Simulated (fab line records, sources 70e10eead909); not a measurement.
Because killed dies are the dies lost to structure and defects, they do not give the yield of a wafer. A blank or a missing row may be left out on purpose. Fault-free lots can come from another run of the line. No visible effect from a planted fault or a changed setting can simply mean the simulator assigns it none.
A struck lot beside a sound one	flow nand_harc	15 out of 1302 route steps
Sound: wafers L516.2, L516.5, L516.6. The struck wafers were L519.1, L519.4, L519.5. The cause comes at the end.
Order at every step that has rows: each side's tool, ch and its chambers, its first start. Under that, the readings that differ: sound wafers	struck wafers	difference of the means	sigmas: that difference in standard deviations of wafers without a fault.
alike: readings whose means differ by less than 2 such deviations, and words and numbers that are the same on both sides. not compared: withheld readings, readings that some wafer has no value for, bounds like >300 that may hide the same value, and numbers for which the record gives no deviation and whose values overlap.
The two part at a step that has a row with sigmas, a row that says differs or no value, or rows on one side only. Numbers that have no deviation but don't overlap get no sigmas and don't part them. Lack of a reading on every wafer of one side parts them only where that side has two or more wafers.

first, 9 steps without rows for these wafers: NHARC_P_GATE_STRIP_63 (strips in SPM, time 900 s); NHARC_P_GATE_DEHYDRATE_83 (time 120 s); NHARC_P_GATE_HMDS_84 (time 30 s); NHARC_P_GATE_COAT_85; NHARC_P_GATE_SOFTBAKE_86 (time 95 s); NHARC_P_GATE_EBR_87; NHARC_P_GATE_EXPOSE_88 (exposes mask P HVN, target cd 2000 nm); NHARC_P_GATE_PEB_89 (peb time 85 s); NHARC_P_GATE_DEVELOP_90 (time 70 s).
NHARC_P_GATE_CD_MEAS_91: target cd 2000 nm.
  sound on cd_sem-03 ch 0, day 8 19:08; struck on cd_sem-01 ch 0, day 9 20:53
  alike: cd_nm
then, 1 step without rows for these wafers: NHARC_P_GATE_HARDBAKE_92 (time 80 s).
NHARC_P_GATE_DESCUM_93: chemistry O2, time 3 s.
  sound on rie_diel-01 ch 0,1, day 8 19:18; struck on rie_diel-12 ch 1,2,3, day 9 21:03
  alike: drypump_motor_current_A, o2_flow_sccm, oes_product_au, rf_vpp_V, showerhead_plenum_p_Torr, throttle_valve_pct
  not compared: rf_hours_counter_h
NHARC_P_GATE_IMPLANT_94:
  sound on implanter-02 ch 0, day 8 19:28; struck on implanter-02 ch 0, day 9 21:11
reading	sound	struck	difference	sigmas
beam_energy_keV	59.996 59.990 59.974	58.558 58.571 58.573	-1.419	-83
model.implant.drp_nm (nm)	29.74 29.74 29.74	29.15 29.15 29.15	-0.59	
NHARC_P_GATE_STRIP_113: strips in N2/H2, time 740 s.
  sound on plasma_asher-02 ch 0,1, day 8 19:40; struck on plasma_asher-01 ch 0, day 9 21:25
  alike: drypump_motor_current_A, heater_power_w
  not compared: rf_hours_counter_h
next, for these wafers, 1 step has no rows: NHARC_END_SORT_01.

WHERE THEY PART
Only at NHARC_P_GATE_IMPLANT_94, within this record. Later steps at which nothing parts them and some readings are alike: NHARC_P_GATE_STRIP_113.

WHY: what had been put in by the simulator
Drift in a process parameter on implanter-02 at NHARC_P_GATE_IMPLANT_94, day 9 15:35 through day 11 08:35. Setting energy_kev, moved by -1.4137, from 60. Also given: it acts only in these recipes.
